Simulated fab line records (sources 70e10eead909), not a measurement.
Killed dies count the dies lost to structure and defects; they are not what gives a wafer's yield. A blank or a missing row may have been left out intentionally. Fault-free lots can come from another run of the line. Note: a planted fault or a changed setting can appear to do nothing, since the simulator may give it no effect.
fab line records    flow nandHarc
[record] lots = 6  wafers = 18  lastDay = 31
route steps=1302 shown P_START@1 P_ZERO_WELL@2
lots untouched by any fault: they come from a run of this same line in which no faults occurred
startH: start of the lot's first displayed wafer, in hours after the record's first day    waitH: hours since the lot's step before    " identical to the entry in the row above    L1.1+2: one row covering several wafers at once    - value missing, or start not given    * or withheld: withheld    < > ~ a bound
route shown NAME@n: a module of which the file shows steps, and the number in the route of the first    usual: mean/standard deviation taken from wafers without a fault    same: alike in all rows    chamber/n: place in a boat    sites: per-site readings    _std_site: how widely they spread, as a standard deviation    _edge_site: mean of outer sites minus mean of inner sites    radiusMm: how far each site lies from the wafer's centre    mask NAME#n: copy n    behind: the tool/chamber that last shaped the wafer    hold: cause of the lot's hold/its duration in hours/its outcome    device: whichever transistor did not switch (one of n, p or np)    end of line: the tests these same wafers got at the end of their route    a step without rows: its recipe alone    killed: dies lost to structure and defects at the first sort, not the wafer's yield    map: the dies of a wafer, with x for killed, . for not killed, _ for no die there
set.NAME: the setting the step ran with; set.NAME@STEP: the setting that earlier step ran with    model.NAME: the simulator's own value behind a step, which no gauge read
a table for each step, a row for each wafer; lots at some steps of the route
services: a tool's chamber out of use, with start hour (startH, from the record's first day; less than 0 if before it), hours out, and reason
[[steps]]
[step NHARC_P_START_INSPECT_01]
[usual] rawDefectCount = 3.3/1.8
lot.wafer  tool              chamber  startH  waitH  rawDefectCount
L133.1     defectInspect-01  -        20.04   -      0
L133.4     "                 -        "       "      2
L133.6     "                 -        "       "      3
L141.1     defectInspect-01  -        100.04  -      1
L141.5     "                 -        "       "      5
L141.6     "                 -        "       "      3
L143.3     defectInspect-01  -        120.04  -      5
L143.5     "                 -        "       "      5
L143.6     "                 -        "       "      4
L144.2     defectInspect-01  -        130.04  -      2
L144.4     "                 -        "       "      2
L144.5     "                 -        "       "      11
L148.1     defectInspect-02  -        170.04  -      3
L148.2     "                 -        "       "      3
L148.5     "                 -        "       "      3
L153.4     defectInspect-01  -        220.04  -      3
L153.5     "                 -        "       "      3
L153.6     "                 -        "       "      6
[step NHARC_P_ZERO_WELL_PRECLEAN_00]
[recipe] timeS = 600  tempC = 120  chemistry = SPM
[step NHARC_P_ZERO_WELL_SRD_01]
[step NHARC_P_ZERO_WELL_PECVD_02]
[recipe] targetThkA = 100  tempC = 400  pressureTorr = 6.5  rfW = withheld  teosFlowSccm = withheld  flowSccm = 2650  targetThkNm = 10  gas = O2  material = SiO2
[usual] chamberPressureTorr = 6.499/0.014
lot.wafer  tool      chamber  startH  waitH  chamberPressureTorr
L133.1     pecvd-03  0        20.49   -      6.492
L133.4     "         0        "       "      6.478
L133.6     "         1        "       "      6.513
L141.1     pecvd-02  1        100.44  -      6.502
L141.5     "         2        "       "      6.507
L141.6     "         0        "       "      6.519
L143.3     pecvd-02  0        120.49  -      6.515
L143.6     "         0        "       "      6.499
L143.5     "         1        "       "      6.517
L144.2     pecvd-02  0        130.53  -      6.509
L144.5     "         2        "       "      6.505
L144.4     "         0        "       "      6.519
L148.1     pecvd-01  0        170.45  -      6.481
L148.2     "         1        "       "      6.463
L148.5     "         2        "       "      6.497
L153.5     pecvd-02  0        220.56  -      6.504
L153.6     "         1        "       "      6.504
L153.4     "         2        "       "      6.506
[step NHARC_P_ZERO_WELL_DEHYDRATE_03]
[recipe] tempC = 150  timeS = 120
[step NHARC_P_ZERO_WELL_HMDS_04]
[recipe] timeS = 30
[step NHARC_P_ZERO_WELL_COAT_64]
[recipe] tempC = 200  timeS = 65
[step NHARC_P_ZERO_WELL_COAT_05]
[recipe] spinRpm = 2000  resistThkNm = 600
[step NHARC_P_ZERO_WELL_SOFTBAKE_06]
[recipe] tempC = 125  timeS = 70
[step NHARC_P_ZERO_WELL_EBR_07]
[step NHARC_P_ZERO_WELL_EXPOSE_08]
[recipe] na = 0.55  targetCdNm = 500  doseMj = 33.8  maskId = P_ZERO
[step NHARC_P_ZERO_WELL_PEB_09]
[recipe] pebTempC = 128  pebTimeS = 80
[step NHARC_P_ZERO_WELL_DEVELOP_10]
[recipe] timeS = 50  devTempC = 22
[step NHARC_P_ZERO_WELL_CD_MEAS_11]
[recipe] targetCdNm = 500  landingEnergyEv = 500
[usual] cdNm = 499.4/1.7
lot.wafer  tool      chamber  startH  waitH  cdNm
L133.1     cdSem-01  0        21.24   -      500.8
L133.4     "         0        "       "      501.4
L133.6     "         0        "       "      501.8
L141.1     cdSem-02  0        101.23  -      498.5
L141.5     "         0        "       "      500.5
L141.6     "         0        "       "      499.5
L143.3     cdSem-01  0        121.25  -      498.8
L143.5     "         0        "       "      497.9
L143.6     "         0        "       "      500.1
L144.2     cdSem-01  0        131.25  -      502.2
L144.4     "         0        "       "      500.2
L144.5     "         0        "       "      500.4
L148.1     cdSem-01  0        171.25  -      505.2
L148.2     "         0        "       "      502.4
L148.5     "         0        "       "      503.6
L153.4     cdSem-03  0        221.13  -      499.2
L153.5     "         0        "       "      502.1
L153.6     "         0        "       "      499.4
[step NHARC_P_ZERO_WELL_HARDBAKE_12]
[recipe] tempC = 118  timeS = 65
[step NHARC_P_ZERO_WELL_DESCUM_13]
[recipe] timeS = 3  o2FlowSccm = 200  arFlowSccm = 0  biasPowerW = 0  chemistry = O2
[usual] drypumpMotorCurrentA = 5.8/0.5  oesProductAu = 1.002/0.011  rfVppV = 57.7/1  showerheadPlenumPTorr = 1.89/0.087  throttleValvePct = 11.312/0.0084
lot.wafer  tool        chamber  startH  waitH  drypumpMotorCurrentA  oesProductAu  rfHoursCounterH  rfVppV  showerheadPlenumPTorr  throttleValvePct
L133.4     rieDiel-04  0        21.42   -      5.2                   0.982         1                57.7    1.85                   11.305
L133.1     "           1        "       "      5.4                   1.011         1                56.5    1.78                   11.322
L133.6     "           2        "       "      5.7                   1.004         -                58.5    1.96                   11.300
L141.1     rieDiel-11  2        101.42  -      5.6                   1.003         5                58.1    1.81                   11.328
L141.6     "           2        "       "      5.5                   1.011         -                58.0    1.81                   11.300
L141.5     "           3        "       "      5.8                   1.011         -                56.6    1.79                   11.312
L143.3     rieDiel-04  2        121.41  -      5.7                   0.990         36               58.0    1.95                   11.316
L143.5     "           1        "       "      5.4                   1.005         -                55.8    1.77                   11.334
L143.6     "           2        "       "      5.7                   0.995         -                57.7    1.95                   11.317
L144.2     rieDiel-04  3        131.40  -      6.2                   1.013         37               58.9    1.93                   11.312
L144.4     "           2        "       "      5.7                   0.993         38               58.2    1.95                   11.318
L144.5     "           0        "       "      5.2                   0.987         -                57.8    1.84                   11.313
L148.2     rieDiel-05  3        171.40  -      4.9                   1.002         33               58.3    1.79                   11.315
L148.1     "           1        "       "      6.6                   0.999         41               55.3    1.88                   11.309
L148.5     "           3        "       "      4.9                   1.011         -                56.0    1.79                   11.320
L153.4     rieDiel-04  0        221.27  -      5.2                   1.001         7                59.5    1.83                   11.308
L153.6     "           0        "       "      5.2                   1.003         -                57.0    1.83                   11.300
L153.5     "           1        "       "      5.4                   0.999         -                59.2    2.07                   11.298
[step NHARC_P_ZERO_WELL_ETCH_65]
[recipe] targetDepthA = 800  overetchA = 240  timeS = 87.88  ionEnergyEv = 200  n2FlowSccm = 150  h2FlowSccm = 150  arFlowSccm = 0  rfW = 400  biasW = 150  chemistry = N2/H2
[usual] drypumpMotorCurrentA = 5.8/0.5  oesProductAu = 1.003/0.01  rfVppV = 429.6/2.7  showerheadPlenumPTorr = 2.01/0.09  throttleValvePct = 14.172/0.0094
lot.wafer  tool        chamber  startH  waitH  drypumpMotorCurrentA  oesProductAu  rfHoursCounterH  rfVppV  showerheadPlenumPTorr  throttleValvePct
L133.1     rieDiel-04  2        21.48   0.1    5.7                   1.004         1                430.9   2.09                   14.164
L133.4     "           0        "       "      5.2                   0.989         1                430.0   1.97                   14.167
L133.6     "           2        "       "      5.7                   1.005         -                430.9   2.09                   14.156
L141.1     rieDiel-11  0        101.66  0.2    6.5                   0.995         4                429.6   2.04                   14.178
L141.5     "           2        "       "      5.6                   1.007         -                428.0   1.93                   14.177
L141.6     "           3        "       "      5.8                   1.015         -                426.8   1.91                   14.178
L143.3     rieDiel-04  2        121.53  0.1    5.7                   0.999         36               431.1   2.08                   14.166
L143.5     "           0        "       "      5.2                   0.979         -                426.9   1.95                   14.178
L143.6     "           1        "       "      5.4                   1.014         -                425.0   1.88                   14.156
L144.4     rieDiel-04  3        131.49  0.1    6.3                   1.012         37               431.3   2.06                   14.172
L144.2     "           0        "       "      5.2                   0.984         37               428.4   1.95                   14.174
L144.5     "           0        "       "      5.2                   0.983         -                429.2   1.95                   14.187
L148.1     rieDiel-05  2        171.51  0.1    6.3                   0.999         41               429.4   1.96                   14.161
L148.2     "           1        "       "      6.6                   1.007         42               427.7   2.00                   14.178
L148.5     "           1        "       "      6.7                   1.000         -                429.1   2.00                   14.170
L153.4     rieDiel-04  2        221.37  0.1    5.7                   1.001         9                429.9   2.07                   14.165
L153.6     "           2        "       "      5.7                   1.009         -                431.5   2.07                   14.173
L153.5     "           3        "       "      6.2                   0.993         -                430.6   2.05                   14.182
[step NHARC_P_ZERO_WELL_ETCH_62]
[recipe] targetDepthA = 130  timeS = 6.5  chf3FlowSccm = 50  arFlowSccm = 200  rfW = 500  biasW = 200  chemistry = CHF3/Ar
[usual] drypumpMotorCurrentA = 5.8/0.49  oesProductAu = 0.958/0.017  rfVppV = 370.1/2.3  showerheadPlenumPTorr = 2.32/0.1  throttleValvePct = 20.217/0.0097
lot.wafer  tool        chamber  startH  waitH  drypumpMotorCurrentA  oesProductAu  rfHoursCounterH  rfVppV  showerheadPlenumPTorr  throttleValvePct
L133.1     rieDiel-04  2        -       -      5.7                   0.962         1                370.6   2.40                   20.222
L133.4     "           3        "       "      6.3                   0.967         1                372.7   2.38                   20.233
L133.6     "           3        "       "      6.3                   0.968         -                371.0   2.38                   20.224
L141.1     rieDiel-11  0        -       -      6.4                   0.943         4                370.4   2.35                   20.204
L141.6     "           1        "       "      5.8                   0.934         -                373.1   2.46                   20.221
L141.5     "           2        "       "      5.6                   0.954         -                367.6   2.22                   20.217
L143.3     rieDiel-04  3        -       -      6.2                   0.957         35               370.3   2.36                   20.216
L143.5     "           1        "       "      5.4                   0.946         -                366.7   2.17                   20.222
L143.6     "           2        "       "      5.7                   0.943         -                371.9   2.39                   20.207
L144.4     rieDiel-04  3        -       -      6.3                   0.972         37               371.0   2.36                   20.235
L144.2     "           0        "       "      5.2                   0.949         37               368.2   2.25                   20.202
L144.5     "           1        "       "      5.3                   0.995         -                367.7   2.17                   20.225
L148.2     rieDiel-05  3        -       -      5.0                   0.978         33               368.6   2.20                   20.210
L148.1     "           1        "       "      6.7                   0.962         42               371.1   2.30                   20.221
L148.5     "           1        "       "      6.7                   0.960         -                369.1   2.30                   20.216
L153.4     rieDiel-04  0        -       -      5.2                   0.937         8                368.7   2.24                   20.231
L153.6     "           3        "       "      6.2                   0.943         -                370.9   2.35                   20.205
L153.5     "           0        "       "      5.2                   0.936         -                368.7   2.24                   20.208
[step NHARC_P_ZERO_WELL_ETCH_63]
[recipe] targetDepthA = 1200  timeS = 40.1  hbrFlowSccm = 150  cl2FlowSccm = 50  rfW = 400  icpW = 400  biasW = 100  chemistry = HBr/Cl2
[usual] drypumpMotorCurrentA = 5.7/0.48  oesProductAu = 0.996/0.0099  throttleValvePct = 26.407/0.0093
lot.wafer  tool      chamber  startH  waitH  drypumpMotorCurrentA  oesProductAu  rfHoursCounterH  throttleValvePct
L133.1     rieSi-03  0        21.66   -      5.3                   1.005         0.9              26.393
L133.4     "         3        "       "      5.8                   0.990         0.8              26.402
L133.6     "         0        "       "      5.3                   0.991         -                26.409
L141.1     rieSi-05  1        101.84  -      6.5                   1.013         0.9              26.384
L141.5     "         0        "       "      5.6                   0.999         -                26.405
L141.6     "         1        "       "      6.5                   1.007         -                26.405
L143.3     rieSi-03  2        121.70  -      5.9                   0.992         0.5              26.410
L143.5     "         1        "       "      6.6                   0.984         -                26.398
L143.6     "         2        "       "      5.9                   0.994         -                26.402
L144.2     rieSi-02  1        131.67  -      5.0                   1.001         0.1              26.411
L144.4     "         3        "       "      5.4                   0.986         0.1              26.409
L144.5     "         0        "       "      5.7                   1.006         -                26.400
L148.1     rieSi-02  0        171.71  -      5.6                   1.003         0.4              26.396
L148.2     "         1        "       "      5.0                   0.991         0.5              26.395
L148.5     "         3        "       "      5.4                   0.980         -                26.391
L153.5     rieSi-02  3        221.64  -      5.4                   0.986         -                26.397
L153.6     "         0        "       "      5.6                   1.003         -                26.421
L153.4     "         1        "       "      5.0                   0.994         -                26.398
[step NHARC_P_ZERO_WELL_STRIP_15]
[recipe] timeS = 900  tempC = 130  chemistry = SPM
[step NHARC_P_ZERO_WELL_DEHYDRATE_16]
[recipe] tempC = 150  timeS = 120
[step NHARC_P_ZERO_WELL_HMDS_17]
[recipe] timeS = 30
[step NHARC_P_ZERO_WELL_COAT_18]
[recipe] spinRpm = withheld
[step NHARC_P_ZERO_WELL_SOFTBAKE_19]
[recipe] tempC = 122  timeS = 95
[step NHARC_P_ZERO_WELL_EBR_20]
[step NHARC_P_ZERO_WELL_EXPOSE_21]
[recipe] na = 0.6  targetCdNm = 720  doseMj = 22.31  maskId = P_NWELL
[step NHARC_P_ZERO_WELL_PEB_22]
[recipe] pebTempC = 118  pebTimeS = 85
[step NHARC_P_ZERO_WELL_DEVELOP_23]
[recipe] timeS = 70
[step NHARC_P_ZERO_WELL_CD_MEAS_24]
[recipe] targetCdNm = 720  landingEnergyEv = 500
[usual] cdNm = 719.6/1.8
lot.wafer  tool      chamber  startH  waitH  cdNm
L133.1     cdSem-01  0        22.46   -      717.2
L133.4     "         0        "       "      719.4
L133.6     "         0        "       "      718.7
L141.1     cdSem-02  0        102.62  -      719.1
L141.5     "         0        "       "      720.4
L141.6     "         0        "       "      720.4
L143.3     cdSem-03  0        122.63  -      718.8
L143.5     "         0        "       "      719.6
L143.6     "         0        "       "      717.6
L144.2     cdSem-03  0        132.59  -      718.8
L144.4     "         0        "       "      721.1
L144.5     "         0        "       "      718.5
L148.1     cdSem-03  0        172.67  -      719.9
L148.2     "         0        "       "      720.1
L148.5     "         0        "       "      718.6
L153.4     cdSem-02  0        222.54  -      718.4
L153.5     "         0        "       "      721.2
L153.6     "         0        "       "      716.3
[step NHARC_P_ZERO_WELL_HARDBAKE_25]
[recipe] tempC = 125  timeS = 80
[step NHARC_P_ZERO_WELL_DESCUM_26]
[recipe] timeS = 3  o2FlowSccm = 200  arFlowSccm = 0  biasPowerW = 0  chemistry = O2
[usual] drypumpMotorCurrentA = 5.7/0.45  oesProductAu = 1.002/0.011  rfVppV = 57.6/0.84  showerheadPlenumPTorr = 1.88/0.085  throttleValvePct = 11.311/0.0089
lot.wafer  tool        chamber  startH  waitH  drypumpMotorCurrentA  oesProductAu  rfHoursCounterH  rfVppV  showerheadPlenumPTorr  throttleValvePct
L133.4     rieDiel-04  2        22.63   -      5.7                   1.003         2                57.5    1.96                   11.328
L133.1     "           0        "       "      5.2                   0.993         2                57.9    1.85                   11.305
L133.6     "           1        "       "      5.4                   1.026         -                58.2    1.78                   11.314
L141.1     rieDiel-05  2        102.82  -      6.3                   0.994         19               58.3    1.85                   11.308
L141.6     "           3        "       "      4.9                   1.000         -                58.2    1.80                   11.297
L141.5     "           0        "       "      5.5                   1.002         -                57.6    2.01                   11.320
L143.3     rieDiel-11  0        122.82  -      6.4                   1.012         10               58.2    1.92                   11.288
L143.5     "           1        "       "      5.8                   0.987         -                57.5    2.01                   11.313
L143.6     "           2        "       "      5.5                   1.010         -                58.2    1.81                   11.311
L144.4     rieDiel-04  3        132.87  -      6.3                   1.014         37               58.8    1.93                   11.315
L144.2     "           0        "       "      5.2                   0.984         37               57.0    1.83                   11.300
L144.5     "           3        "       "      6.3                   0.999         -                59.0    1.93                   11.316
L148.2     rieDiel-11  0        172.84  -      6.4                   1.002         28               57.1    1.91                   11.311
L148.1     "           2        "       "      5.6                   1.015         29               55.8    1.80                   11.317
L148.5     "           0        "       "      6.4                   1.008         -                57.0    1.91                   11.294
L153.4     rieDiel-11  1        222.69  -      5.8                   0.992         42               56.7    2.00                   11.311
L153.6     "           1        "       "      5.8                   0.986         -                57.3    2.00                   11.316
L153.5     "           2        "       "      5.6                   1.014         -                58.0    1.80                   11.302
[step NHARC_P_ZERO_WELL_IMPLANT_27]
[recipe] energyKev = 600  doseCm2 = 1e+13  tiltDeg = 7
[step NHARC_P_ZERO_WELL_IMPLANT_57]
[recipe] energyKev = 250  doseCm2 = 4e+12  tiltDeg = 7
[step NHARC_P_ZERO_WELL_INSPECT_43]
[usual] rawDefectCount = 12/5.5
lot.wafer  tool              chamber  startH  waitH  hold                     rawDefectCount
L133.1     defectInspect-01  -        27.57   0.6    -                        11
L133.4     "                 -        "       "      -                        31
L133.6     "                 -        "       "      -                        12
L141.1     defectInspect-02  -        107.58  0.6    -                        8
L141.5     "                 -        "       "      -                        18
L141.6     "                 -        "       "      -                        3
L143.3     defectInspect-02  -        127.60  0.4    awaitDispo/0.2h/release  326
L143.5     "                 -        "       "      awaitDispo/0.2h/release  305
L143.6     "                 -        "       "      awaitDispo/0.2h/release  303
L143.3     defectInspect-02  -        127.77  0.2    -                        330
L143.5     "                 -        "       "      -                        309
L143.6     "                 -        "       "      -                        296
L144.2     defectInspect-01  -        137.59  0.5    awaitDispo/0.2h/release  291
L144.4     "                 -        "       "      awaitDispo/0.2h/release  336
L144.5     "                 -        "       "      awaitDispo/0.2h/release  313
L144.2     defectInspect-01  -        137.76  0.2    -                        294
L144.4     "                 -        "       "      -                        328
L144.5     "                 -        "       "      -                        320
L148.1     defectInspect-02  -        177.86  0.6    -                        15
L148.2     "                 -        "       "      -                        11
L148.5     "                 -        "       "      -                        14
L153.4     defectInspect-01  -        230.00  0.2    -                        12
L153.5     "                 -        "       "      -                        12
L153.6     "                 -        "       "      -                        17
[[services]]
tool        chamber  startH  hours  kind
rieDiel-04  -        0.90    9.0    pm
rieSi-03    3        1.58    11.0   repair
pecvd-02    -        9.59    2.1    repair
rieDiel-05  2        16.61   4.6    repair
rieDiel-05  3        23.08   4.5    repair
rieSi-03    -        44.00   9.0    pm
pecvd-02    -        46.11   13.0   pm
rieDiel-05  -        52.65   9.0    pm
rieDiel-11  0        52.67   9.7    repair
rieDiel-11  -        78.63   9.0    pm
rieSi-02    -        86.39   0.4    repair
rieSi-02    -        100.00  9.0    pm
rieDiel-05  0        133.98  3.9    repair
pecvd-02    -        135.45  1.2    repair
rieDiel-04  1        151.58  1.9    repair
rieDiel-04  1        157.93  2.0    repair
rieDiel-05  0        159.05  37.6   repair
rieSi-03    3        161.04  3.0    repair
rieSi-02    2        168.30  118.9  repair
rieDiel-05  1        168.30  2.3    repair
rieDiel-04  -        177.90  9.0    pm
rieSi-02    1        205.27  3.6    repair
rieDiel-11  1        209.86  6.0    repair
rieSi-02    -        217.32  0.2    repair
[[key]]
[firstSign] step = NHARC_P_ZERO_WELL_INSPECT_43  reading = rawDefectCount  direction = up  sigmas = 54  usual = 12  struck = 312
[effect] step = NHARC_P_ZERO_WELL_INSPECT_43  reading = hold  direction = added
metAt NHARC_P_ZERO_WELL_PECVD_02
struckWafers L143.3,L143.5,L143.6,L144.2,L144.4,L144.5
scrappedBehind NHARC_P_ZERO_WELL_INSPECT_43 L143.3,L143.5,L143.6,L144.2,L144.4,L144.5
onsetBetween 100.44 120.49
[fault] kind = chamberParticleSource  tool = pecvd-02  chamber = -  onsetH = 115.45  steps = NHARC_P_ZERO_WELL_PECVD_02  ratePerVisitCm2 = 0.45842  endH = 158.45
